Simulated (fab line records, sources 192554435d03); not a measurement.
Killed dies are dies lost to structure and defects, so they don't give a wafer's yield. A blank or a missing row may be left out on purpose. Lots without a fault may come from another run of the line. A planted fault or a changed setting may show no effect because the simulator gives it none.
fab line records | flow n5_finfet
record lots=7 wafers=39
route steps=1938 shown ZERO_LAYER@11 FIN_SAQP@138 HKMG_FIN@403 BEOL_M1@811 BEOL_M2@918 BEOL_M3@1010 BEOL_M6@1230 BEOL_M9@1405 BEOL_M11@1590 BEOL_M13@1696 BEOL_M15@1809 PASSIVATION@1930
start_h: hours from the record's first day to the start of the lot's first wafer shown | wait_h: hours since the lot's step before | " the same as in the row above | L1.1+2: a row that stands for several wafers | - no value, or no start given | * or withheld: withheld | < > ~ a bound
route shown NAME@n: a module of which the file shows steps, and the number in the route of the first | usual: mean/standard deviation of fault-free wafers | same: alike in all rows | chamber/n: place in a boat | sites: the reading at each site | _std_site: their standard deviation | _edge_site: outer sites' mean less inner sites' | radius_mm: how far each site lies from the wafer's centre | mask NAME#n: copy n | behind: the tool/chamber that last shaped the wafer | hold: why the lot was held/for how many hours/how that ended | device: the transistor (n, p or np) that didn't switch | end of line: the same wafers' tests at the end of the route | a step without rows: its recipe alone | killed: dies lost to structure and defects at the first sort, not the wafer's yield | map: a wafer's dies, x killed, . not, _ none there
set.NAME: the setting as run; set.NAME@STEP: as run at that earlier step | model.NAME: the simulator's own value behind a step, which no gauge read
lots whose settings were changed on purpose; a table a step, a row a wafer
## steps
# step N5_ZERO_LAYER_DEVELOP_10
# recipe develop_time_s=60 rinse_liquid=diw dry=air_spin dev_temp_c=21
# step N5_FIN_SAQP_SPACER2_ALD_28
# recipe material=SiO2 target_thk_a=81 temp_c=300 ald_precursor_family=BDEAS ald_co_reactant=O2-plasma pulse_time_s=1 purge_time_s=2 co_reactant_purge_time_s=2 pressure_torr=2
# step N5_HKMG_FIN_ETCH_55
# recipe chemistry=N2/H2 target=SOC target_depth_a=2400 temp_c=40 time_s=300 ion_energy_ev=200 mask_material=SiARC pressure_mtorr=30 source_w=840 bias_w=150 n2_flow_sccm=200 h2_flow_sccm=200
# step N5_BEOL_M1_ALD_84
# recipe material=TaN target_thk_a=* temp_c=275 ald_precursor_family=PDMAT ald_co_reactant=NH3 pressure_torr=3 carrier_flow_sccm=1500 pulse_time_s=2 purge_time_s=3 co_reactant_purge_time_s=2 co_reactant_pulse_time_s=3 ald_cycles=30 precursor_vessel_temp_c=75 precursor_vessel_pressure_torr=26.25 precursor_vessel_carrier_sccm=1000
# step N5_BEOL_M2_SPUTTER_94
# recipe material=Cu target_thk_a=45 temp_c=-20 chamber_pressure_pa=0.07 power_w=withheld time_s=8.29
# step N5_BEOL_M3_SPUTTER_96
# step N5_BEOL_M6_DESCUM_33
# recipe chemistry=O2 time_s=7 source_power_w=50 bias_power_w=20 pressure_mtorr=20 rf_frequency_hz=2.712e+07 temp_c=40 resist=CAR-EUV o2_flow_sccm=225
# step N5_BEOL_M9_HM_DEP_02
# recipe material=TiN target_thk_a=200 temp_c=25 chamber_pressure_pa=0.49996
# step N5_BEOL_M11_ALD_74
# recipe material=TaN target_thk_a=20 temp_c=275 ald_precursor_family=PDMAT ald_co_reactant=NH3 pressure_torr=3 carrier_flow_sccm=1500 pulse_time_s=2 purge_time_s=3 co_reactant_purge_time_s=2 co_reactant_pulse_time_s=3 ald_cycles=40 precursor_vessel_temp_c=75 precursor_vessel_pressure_torr=26.25 precursor_vessel_carrier_sccm=1000
# step N5_BEOL_M13_TRENCH_ETCH_34
# recipe chemistry=C4F8/O2/Ar target=SiOC target_depth_a=4134.7 mask_material=SOC pressure_mtorr=30 source_w=3000 bias_w=700 Ar_flow_sccm=400 C4F8_flow_sccm=15 O2_flow_sccm=8 he_inner_torr=15 he_outer_torr=30 time_s=162.6 ion_energy_ev=250
# step N5_BEOL_M15_TRENCH_ETCH_34
# recipe chemistry=C4F8/O2/Ar target=SiO2 target_depth_a=8729.3 he_inner_torr=15 he_outer_torr=30 time_s=199 ion_energy_ev=800 pressure_mtorr=20 source_w=1905 bias_w=2040 Ar_flow_sccm=400 C4F8_flow_sccm=16 O2_flow_sccm=12
# step N5_PASSIVATION_ETCH_54
# recipe chemistry=CHF3/O2 target=SiO2 target_depth_a=8800 CHF3_flow_sccm=50 O2_flow_sccm=5 Ar_flow_sccm=200 time_s=440 mask_material=PR pressure_mtorr=30 source_w=650 bias_w=170 ion_energy_ev=200
# step N5_PASSIVATION_PROBE_49
# usual killed_at_other=3.5/2.8 sort_bin_5_function=5.0/0.81
# columns lot.wafer tool chamber start_h wait_h set.develop_time_s@ZERO_LAYER_DEVELOP_10 set.target_thk_a@FIN_SAQP_SPACER2_ALD_28 set.time_s@HKMG_FIN_ETCH_55 set.ald_cycles@BEOL_M1_ALD_84 set.time_s@BEOL_M2_SPUTTER_94 set.time_s@BEOL_M3_SPUTTER_96 set.time_s@BEOL_M6_DESCUM_33 set.target_thk_a@BEOL_M9_HM_DEP_02 set.ald_cycles@BEOL_M11_ALD_74 set.target_depth_a@BEOL_M13_TRENCH_ETCH_34 set.target_depth_a@BEOL_M15_TRENCH_ETCH_34 set.time_s@PASSIVATION_ETCH_54 killed_at_other sort_bin_5_function[%]
L076.1 prober-01 - 287.90 0.0 60 81 300 30 8.29 8.29 7 200 40 4134.7 8729.3 440 8 4.7
L076.3 prober-01 - 288.00 0.1 60 81 300 30 8.29 8.29 7 200 40 4134.7 8729.3 440 2 4.9
L076.6 prober-01 - 288.15 0.3 60 81 300 30 8.29 8.29 7 200 40 4134.7 8729.3 440 8 5.3
L081.1 prober-01 - 316.64 0.0 60 114.1 300 30 8.29 11.93 2.943 200 40 4134.7 8729.3 574.8 5 14.5
L081.2 prober-01 - 316.69 0.1 29.66 114.1 300 30 12.06 8.29 7 200 52 4134.7 3932 440 1 17.2
L081.3 prober-01 - 316.74 0.1 29.66 81 300 13 8.29 11.93 7 200 52 6242 8729.3 574.8 0 4.6
L081.4 prober-01 - 316.79 0.2 60 114.1 300 13 12.06 8.29 7 200 40 4134.7 8729.3 440 5 6.7
L081.5 prober-01 - 316.84 0.2 29.66 81 300 30 12.06 11.93 2.943 200 40 6242 3932 574.8 0 5.2
L081.6 prober-01 - 316.89 0.3 60 81 300 13 8.29 8.29 2.943 200 52 6242 3932 440 6 16.7
L089.1 prober-01 - 371.93 0.0 70.65 81 300 30 8.29 8.29 7 116.6 40 2633 8729.3 440 0 5.4
L089.2 prober-01 - 371.98 0.1 60 123.2 225.4 44 8.29 8.29 7 200 40 4134.7 8729.3 440 0 4.6
L089.3 prober-01 - 372.03 0.1 70.65 123.2 300 30 8.29 8.29 7 200 40 2633 13770 440 6 95.9
L089.4 prober-01 - 372.08 0.2 60 123.2 225.4 30 8.29 8.29 7 200 33 4134.7 13770 440 0 5.0
L089.5 prober-01 - 372.13 0.2 70.65 81 225.4 44 8.29 8.29 7 116.6 33 2633 8729.3 440 5 94.8
L089.6 prober-01 - 372.18 0.3 60 81 300 44 8.29 8.29 7 116.6 33 4134.7 13770 440 1 97.2
L091.1 prober-02 - 376.29 0.0 49.1 50.81 393.8 30 5.586 8.29 3.084 200 40 5846 6978 440 1 6.8
L091.2 prober-02 - 376.34 0.1 49.1 81 393.8 30 8.29 8.29 3.084 200 40 5846 8729.3 238.7 1084 96.1
L091.3 prober-02 - 376.39 0.1 49.1 81 300 12 8.29 8.29 3.084 200 40 4134.7 6978 440 5 4.3
L091.4 prober-02 - 376.44 0.2 60 50.81 300 30 5.586 8.29 7 200 40 4134.7 8729.3 238.7 1077 95.7
L091.5 prober-02 - 376.49 0.2 60 50.81 393.8 12 8.29 8.29 7 200 40 4134.7 8729.3 440 0 5.8
L091.6 prober-02 - 376.54 0.3 60 81 300 12 5.586 8.29 7 200 40 5846 6978 238.7 787 71.6
L092.1 prober-01 - 395.85 0.0 60 81 300 17 10.57 8.29 7 200 40 4134.7 8729.3 203.9 1088 95.4
L092.2 prober-01 - 395.90 0.1 47.56 81 300 30 10.57 8.29 7 123.6 40 4134.7 8729.3 440 4 4.7
L092.3 prober-01 - 395.95 0.1 47.56 81 300 17 8.29 11.33 7 200 40 4134.7 8729.3 440 4 4.8
L092.4 prober-01 - 396.00 0.2 47.56 81 300 30 8.29 11.33 7 123.6 40 5079 8729.3 203.9 5 97.0
L092.5 prober-01 - 396.05 0.2 60 81 300 30 10.57 11.33 7 200 40 5079 8729.3 440 8 96.6
L092.6 prober-01 - 396.10 0.3 60 81 300 17 8.29 8.29 7 123.6 40 5079 8729.3 203.9 8 96.7
L095.1 prober-01 - 397.27 0.0 60 81 478.8 30 3.352 8.29 7 81.48 40 4134.7 8729.3 177.7 1051 94.7
L095.2 prober-01 - 397.32 0.1 60 81 300 30 3.352 11.02 8.094 81.48 62 4134.7 8729.3 177.7 1068 95.5
L095.3 prober-01 - 397.37 0.1 60 81 300 47 8.29 11.02 7 81.48 40 3060 8729.3 440 3 4.6
L095.4 prober-01 - 397.42 0.2 48.06 81 478.8 47 8.29 8.29 8.094 200 62 3060 8729.3 440 3 5.4
L095.5 prober-01 - 397.47 0.2 48.06 81 300 47 3.352 8.29 8.094 200 40 4134.7 8729.3 440 2 4.8
L095.6 prober-01 - 397.52 0.3 48.06 81 478.8 30 8.29 11.02 7 200 62 3060 8729.3 177.7 1090 96.9
L093.1 prober-02 - 418.65 0.6 60 81 300 46 4.162 8.29 7 200 40 1944 8729.3 440 4 6.0
L093.2 prober-02 - 418.70 0.6 60 127.2 300 46 4.162 4.682 5.202 200 28 4134.7 8729.3 440 1 6.0
L093.3 prober-02 - 418.75 0.7 60 81 300 30 8.29 8.29 7 200 28 4134.7 8729.3 440 2 5.8
L093.4 prober-02 - 418.80 0.7 60 127.2 300 30 8.29 8.29 5.202 200 40 4134.7 8729.3 440 6 4.2
L093.5 prober-02 - 418.85 0.8 60 81 300 30 4.162 4.682 5.202 200 40 1944 8729.3 440 2 5.8
L093.6 prober-02 - 418.90 0.8 60 127.2 300 46 8.29 4.682 7 200 28 1944 8729.3 440 4 6.6
# killed by level:class
L076.1 MOL_CONTACT_COAG:geometric_particle:open=11 BEOL_M0_SAQP:geometric_particle:open=9 STARTING-WAFER:geometric_particle:short=6 BEOL_M0_SAQP:geometric_particle:short=5 BEOL_M3:geometric_particle:open=5 DUMMY_GATE:geometric_particle:open=4 BEOL_M6:geometric_particle:open=4 PASS1_CAP:geometric_particle:short=4
L076.3 MOL_CONTACT_COAG:geometric_particle:open=24 BEOL_M3:geometric_particle:open=14 FIN_SAQP:geometric_particle:short=10 BEOL_M0_SAQP:geometric_particle:open=10 MOL_CONTACT_COAG:geometric_particle:short=8 BEOL_M2:geometric_particle:open=8 GATE_CUT:geometric_particle:open=5 BEOL_M0_SAQP:geometric_particle:short=5
L076.6 BEOL_M0_SAQP:geometric_particle:short=13 FIN_SAQP:geometric_particle:short=9 BEOL_M0_SAQP:geometric_particle:open=9 STI_FIN_REVEAL:geometric_particle:open=8 MOL_CONTACT_COAG:geometric_particle:open=7 BEOL_M6:geometric_particle:open=4 STI_FIN_REVEAL:geometric_particle:short=3 BEOL_M4:geometric_particle:open=3
L081.1 HKMG_FIN:area_ald=101 BEOL_M0_SAQP:area_ald=100 STI_FIN_REVEAL:geometric_particle:open=13 MOL_CONTACT_COAG:geometric_particle:open=11 FIN_SAQP:geometric_particle:short=8 BEOL_M1:geometric_particle:open=8 BEOL_M4:geometric_particle:open=7 STI_FIN_REVEAL:geometric_particle:short=6
L081.2 BEOL_M15:area_ecd=230 BEOL_M0_SAQP:area_ald=147 STI_FIN_REVEAL:geometric_particle:open=18 MOL_CONTACT_COAG:geometric_particle:open=10 DUMMY_GATE:geometric_particle:open=6 BEOL_M0_SAQP:geometric_particle:short=6 BEOL_M1:geometric_particle:open=6 BEOL_M4:geometric_particle:open=5
L081.3 M1:area_ald=503 BEOL_M4:geometric_particle:open=12 BEOL_M1:geometric_particle:open=11 MOL_CONTACT_COAG:geometric_particle:open=8 BEOL_M1:geometric_particle:short=5 FIN_SAQP:geometric_particle:open=4 FIN_SAQP:geometric_particle:short=4 GATE_CUT:geometric_particle:open=4
L081.4 M1:area_ald=371 HKMG_FIN:area_ald=118 FIN_SAQP:geometric_particle:short=19 MOL_CONTACT_COAG:geometric_particle:open=17 FIN_SAQP:geometric_particle:open=12 BEOL_M1:geometric_particle:open=11 BEOL_M4:geometric_particle:open=10 BEOL_M0_SAQP:geometric_particle:open=10
L081.5 BEOL_M15:area_ecd=368 BEOL_M4:geometric_particle:open=18 MOL_CONTACT_COAG:geometric_particle:open=10 BEOL_M1:geometric_particle:open=10 BEOL_M0_SAQP:geometric_particle:short=7 BEOL_M1:geometric_particle:short=7 MOL_CONTACT_COAG:geometric_particle:short=6 BEOL_M2:geometric_particle:open=6
L081.6 M1:area_ald=463 BEOL_M0_SAQP:area_ald=132 BEOL_M15:area_ecd=113 DUMMY_GATE:geometric_particle:open=10 MOL_CONTACT_COAG:geometric_particle:open=9 BEOL_M1:geometric_particle:open=8 STI_FIN_REVEAL:geometric_particle:open=7 BEOL_M0_SAQP:geometric_particle:short=7
L089.1 STI_FIN_REVEAL:geometric_particle:open=24 FIN_SAQP:geometric_particle:open=7 BEOL_M0_SAQP:geometric_particle:open=6 BEOL_M4:geometric_particle:open=6 BEOL_M13:area_ecd=6 STI_FIN_REVEAL:geometric_particle:short=5 MOL_CONTACT_COAG:geometric_particle:open=5 BEOL_M3:geometric_particle:open=4
L089.2 STI_FIN_REVEAL:geometric_particle:open=11 BEOL_M0_SAQP:geometric_particle:short=11 BEOL_M4:geometric_particle:open=7 MOL_CONTACT_COAG:geometric_particle:open=6 BEOL_M2:geometric_particle:open=6 BEOL_M3:geometric_particle:short=5 BEOL_M8:geometric_particle:open=5 BEOL_M0_SAQP:geometric_particle:open=4
L089.3 BEOL_M0_SAQP:area_ald=1070 MOL_CONTACT_COAG:geometric_particle:open=14 BEOL_M0_SAQP:geometric_particle:short=10 BEOL_M0_SAQP:geometric_particle:open=8 BEOL_M3:geometric_particle:open=8 STI_FIN_REVEAL:geometric_particle:open=7 ILD0:geometric_particle:short=7 FIN_SAQP:geometric_particle:short=5
L089.4 STI_FIN_REVEAL:geometric_particle:open=13 MOL_CONTACT_COAG:geometric_particle:open=12 FIN_SAQP:geometric_particle:open=10 GATE_CUT:geometric_particle:open=6 BEOL_M1:geometric_particle:open=5 ILD0:geometric_particle:open=4 DUMMY_GATE:geometric_particle:open=4 ILD0:geometric_particle:short=4
L089.5 BEOL_M0_SAQP:area_ald=1035 MOL_CONTACT_COAG:geometric_particle:open=18 STI_FIN_REVEAL:geometric_particle:open=12 BEOL_M1:geometric_particle:open=12 BEOL_M0_SAQP:geometric_particle:short=11 BEOL_M0_SAQP:geometric_particle:open=10 BEOL_M4:geometric_particle:open=9 BEOL_M3:geometric_particle:open=7
L089.6 BEOL_M0_SAQP:area_ald=1086 BEOL_M0_SAQP:geometric_particle:short=12 STI_FIN_REVEAL:geometric_particle:open=12 FIN_SAQP:geometric_particle:short=8 BEOL_M3:geometric_particle:open=7 BEOL_M0_SAQP:geometric_particle:open=7 GATE_CUT:geometric_particle:short=4 MOL_CONTACT_COAG:geometric_particle:open=4
L091.1 BEOL_M4:geometric_particle:open=14 FIN_SAQP:geometric_particle:open=11 STI_FIN_REVEAL:geometric_particle:open=9 BEOL_M0_SAQP:geometric_particle:open=9 FIN_SAQP:geometric_particle:short=8 MOL_CONTACT_COAG:geometric_particle:open=8 BEOL_M3:geometric_particle:open=8 BEOL_M2:geometric_particle:open=7
L091.2 PASSIVATION:area_etch=1078 MOL_CONTACT_COAG:geometric_particle:open=16 BEOL_M1:geometric_particle:open=10 GATE_CUT:geometric_particle:short=6 BEOL_M0_SAQP:geometric_particle:open=5 BEOL_M2:geometric_particle:open=5 BEOL_M4:geometric_particle:open=5 FIN_SAQP:geometric_particle:short=4
L091.3 M1:area_ald=541 BEOL_M0_SAQP:geometric_particle:open=12 BEOL_M0_SAQP:geometric_particle:short=10 BEOL_M1:geometric_particle:open=10 FIN_SAQP:geometric_particle:open=7 BEOL_M2:geometric_particle:open=6 STI_FIN_REVEAL:geometric_particle:open=5 MOL_CONTACT_COAG:geometric_particle:open=4
L091.4 PASSIVATION:area_etch=1074 FIN_SAQP:geometric_particle:open=10 FIN_SAQP:geometric_particle:short=9 BEOL_M0_SAQP:geometric_particle:open=9 BEOL_M1:geometric_particle:open=8 MOL_CONTACT_COAG:geometric_particle:open=6 BEOL_M0_SAQP:geometric_particle:short=6 BEOL_M2:geometric_particle:open=6
L091.5 M1:area_ald=543 MOL_CONTACT_COAG:geometric_particle:open=13 BEOL_M1:geometric_particle:open=7 BEOL_M2:geometric_particle:open=7 BEOL_M3:geometric_particle:open=7 STI_FIN_REVEAL:geometric_particle:open=6 GATE_CUT:geometric_particle:short=6 BEOL_M0_SAQP:geometric_particle:short=5
L091.6 PASSIVATION:area_etch=787 M1:area_ald=281 BEOL_M0_SAQP:geometric_particle:open=16 BEOL_M0_SAQP:geometric_particle:short=12 FIN_SAQP:geometric_particle:short=10 MOL_CONTACT_COAG:geometric_particle:open=9 BEOL_M3:geometric_particle:open=7 BEOL_M4:geometric_particle:open=7
L092.1 PASSIVATION:area_etch=1079 M1:area_ald=27 BEOL_M2:geometric_particle:open=8 BEOL_M0_SAQP:geometric_particle:short=6 BEOL_M4:geometric_particle:open=5 FIN_SAQP:geometric_particle:open=4 STI_FIN_REVEAL:geometric_particle:open=3 DUMMY_GATE:geometric_particle:open=3
L092.2 BEOL_M0_SAQP:geometric_particle:short=14 FIN_SAQP:geometric_particle:open=10 BEOL_M2:geometric_particle:open=9 BEOL_M4:geometric_particle:open=9 FIN_SAQP:geometric_particle:short=7 STI_FIN_REVEAL:geometric_particle:open=7 BEOL_M0_SAQP:geometric_particle:open=6 MOL_CONTACT_COAG:geometric_particle:open=4
L092.3 M1:area_ald=198 MOL_CONTACT_COAG:geometric_particle:open=15 BEOL_M0_SAQP:geometric_particle:short=15 BEOL_M0_SAQP:geometric_particle:open=8 FIN_SAQP:geometric_particle:short=6 STI_FIN_REVEAL:geometric_particle:open=6 DUMMY_GATE:geometric_particle:open=6 GATE_CUT:geometric_particle:short=6
L092.4 BEOL_M0_SAQP:area_ald=1096 MOL_CONTACT_COAG:geometric_particle:open=12 FIN_SAQP:geometric_particle:short=8 FIN_SAQP:geometric_particle:open=6 BEOL_M0_SAQP:geometric_particle:short=6 BEOL_M1:geometric_particle:open=6 BEOL_M4:geometric_particle:open=5 BEOL_M0_SAQP:geometric_particle:open=4
L092.5 BEOL_M0_SAQP:area_ald=1082 BEOL_M2:geometric_particle:open=11 MOL_CONTACT_COAG:geometric_particle:open=9 FIN_SAQP:geometric_particle:short=8 FIN_SAQP:geometric_particle:open=8 GATE_CUT:geometric_particle:short=7 BEOL_M2:geometric_particle:short=5 BEOL_M0_SAQP:geometric_particle:short=5
L092.6 BEOL_M0_SAQP:area_ald=1097 DUMMY_GATE:geometric_particle:open=12 BEOL_M2:geometric_particle:open=12 FIN_SAQP:geometric_particle:open=6 GATE_CUT:geometric_particle:open=6 BEOL_M0_SAQP:geometric_particle:short=5 STARTING-WAFER:geometric_particle:short=5 BEOL_M1:geometric_particle:open=4
L095.1 PASSIVATION:area_etch=1044 MOL_CONTACT_COAG:geometric_particle:open=14 BEOL_M0_SAQP:geometric_particle:short=14 BEOL_M0_SAQP:geometric_particle:open=13 BEOL_M2:geometric_particle:open=13 DUMMY_GATE:geometric_particle:open=10 BEOL_M4:geometric_particle:open=10 STI_FIN_REVEAL:geometric_particle:open=9
L095.2 PASSIVATION:area_etch=1062 BEOL_M0_SAQP:geometric_particle:open=14 BEOL_M4:geometric_particle:open=13 BEOL_M0_SAQP:geometric_particle:short=10 BEOL_M0:geometric_particle:open=9 BEOL_M3:geometric_particle:open=9 FIN_SAQP:geometric_particle:open=5 STI_FIN_REVEAL:geometric_particle:open=5
L095.3 GATE_CUT:geometric_particle:short=9 BEOL_M0_SAQP:geometric_particle:short=8 BEOL_M4:geometric_particle:open=8 MOL_CONTACT_COAG:geometric_particle:open=7 MOL_CONTACT_COAG:geometric_particle:short=6 BEOL_M2:geometric_particle:open=5 BEOL_M0_SAQP:geometric_particle:open=4 BEOL_M1:geometric_particle:short=4
L095.4 BEOL_M3:geometric_particle:open=11 BEOL_M0_SAQP:geometric_particle:open=10 BEOL_M0_SAQP:geometric_particle:short=8 BEOL_M4:geometric_particle:open=8 BEOL_M2:geometric_particle:open=8 FIN_SAQP:geometric_particle:open=7 STI_FIN_REVEAL:geometric_particle:open=5 GATE_CUT:geometric_particle:short=5
L095.5 STI_FIN_REVEAL:geometric_particle:open=11 MOL_CONTACT_COAG:geometric_particle:open=10 BEOL_M0_SAQP:geometric_particle:short=8 BEOL_M0_SAQP:geometric_particle:open=7 FIN_SAQP:geometric_particle:open=6 GATE_CUT:geometric_particle:short=6 BEOL_M4:geometric_particle:open=6 BEOL_M2:geometric_particle:open=6
L095.6 PASSIVATION:area_etch=1087 MOL_CONTACT_COAG:geometric_particle:open=12 BEOL_M3:geometric_particle:open=12 BEOL_M0_SAQP:geometric_particle:open=11 BEOL_M0_SAQP:geometric_particle:short=8 BEOL_M4:geometric_particle:open=5 STARTING-WAFER:geometric_particle:open=5 FIN_SAQP:geometric_particle:open=3
L093.1 HKMG_FIN:area_ald=224 BEOL_M13:area_ecd=152 MOL_CONTACT_COAG:geometric_particle:open=15 STI_FIN_REVEAL:geometric_particle:open=14 BEOL_M3:geometric_particle:open=8 BEOL_M0_SAQP:geometric_particle:short=7 FIN_SAQP:geometric_particle:short=5 DUMMY_GATE:geometric_particle:open=5
L093.2 HKMG_FIN:area_ald=271 STI_FIN_REVEAL:geometric_particle:open=15 BEOL_M4:geometric_particle:open=14 BEOL_M3:geometric_particle:open=11 FIN_SAQP:geometric_particle:open=10 MOL_CONTACT_COAG:geometric_particle:open=10 FIN_SAQP:geometric_particle:short=7 BEOL_M0_SAQP:geometric_particle:short=6
L093.3 HKMG_FIN:area_ald=257 MOL_CONTACT_COAG:geometric_particle:open=24 BEOL_M4:geometric_particle:open=16 DUMMY_GATE:geometric_particle:open=9 FIN_SAQP:geometric_particle:open=4 STI_FIN_REVEAL:geometric_particle:open=4 STARTING-WAFER:geometric_particle:short=4 MOL_CONTACT_COAG:geometric_particle:short=4
L093.4 BEOL_M0_SAQP:geometric_particle:short=14 MOL_CONTACT_COAG:geometric_particle:open=8 BEOL_M4:geometric_particle:open=8 STI_FIN_REVEAL:geometric_particle:open=4 BEOL_M0_SAQP:geometric_particle:open=4 BEOL_M2:geometric_particle:open=4 ILD0:geometric_particle:short=3 STARTING-WAFER:geometric_particle:short=3
L093.5 BEOL_M13:area_ecd=155 STI_FIN_REVEAL:geometric_particle:open=13 MOL_CONTACT_COAG:geometric_particle:open=11 BEOL_M2:geometric_particle:open=10 BEOL_M3:geometric_particle:open=9 BEOL_M0_SAQP:geometric_particle:open=6 BEOL_M4:geometric_particle:open=6 BEOL_M0_SAQP:geometric_particle:short=5
L093.6 BEOL_M13:area_ecd=136 STI_FIN_REVEAL:geometric_particle:open=15 BEOL_M2:geometric_particle:open=13 MOL_CONTACT_COAG:geometric_particle:open=12 BEOL_M4:geometric_particle:open=11 BEOL_M3:geometric_particle:open=9 DUMMY_GATE:geometric_particle:open=6 BEOL_M7:geometric_particle:open=6
## key
split step=N5_ZERO_LAYER_DEVELOP_10 setting=develop_time_s stated_as=60
response none clear
split step=N5_FIN_SAQP_SPACER2_ALD_28 setting=target_thk_a stated_as=81
response none clear
split step=N5_HKMG_FIN_ETCH_55 setting=time_s stated_as=300
response none clear
split step=N5_BEOL_M1_ALD_84 setting=ald_cycles stated_as=30
response none clear
split step=N5_BEOL_M2_SPUTTER_94 setting=time_s stated_as=8.29
response none clear
split step=N5_BEOL_M3_SPUTTER_96 setting=time_s stated_as=8.29
response none clear
split step=N5_BEOL_M6_DESCUM_33 setting=time_s stated_as=7
response none clear
split step=N5_BEOL_M9_HM_DEP_02 setting=target_thk_a stated_as=200
response none clear
split step=N5_BEOL_M11_ALD_74 setting=ald_cycles stated_as=40
response none clear
split step=N5_BEOL_M13_TRENCH_ETCH_34 setting=target_depth_a stated_as=4134.7
response none clear
split step=N5_BEOL_M15_TRENCH_ETCH_34 setting=target_depth_a stated_as=8729.3
response none clear
split step=N5_PASSIVATION_ETCH_54 setting=time_s stated_as=440
response step=N5_PASSIVATION_PROBE_49 reading=killed_at_other slope=-15.9 per=1% together_with=all explained=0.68
response step=N5_PASSIVATION_PROBE_49 reading=sort_bin_5_function slope=-1.52 per=1% together_with=all explained=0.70
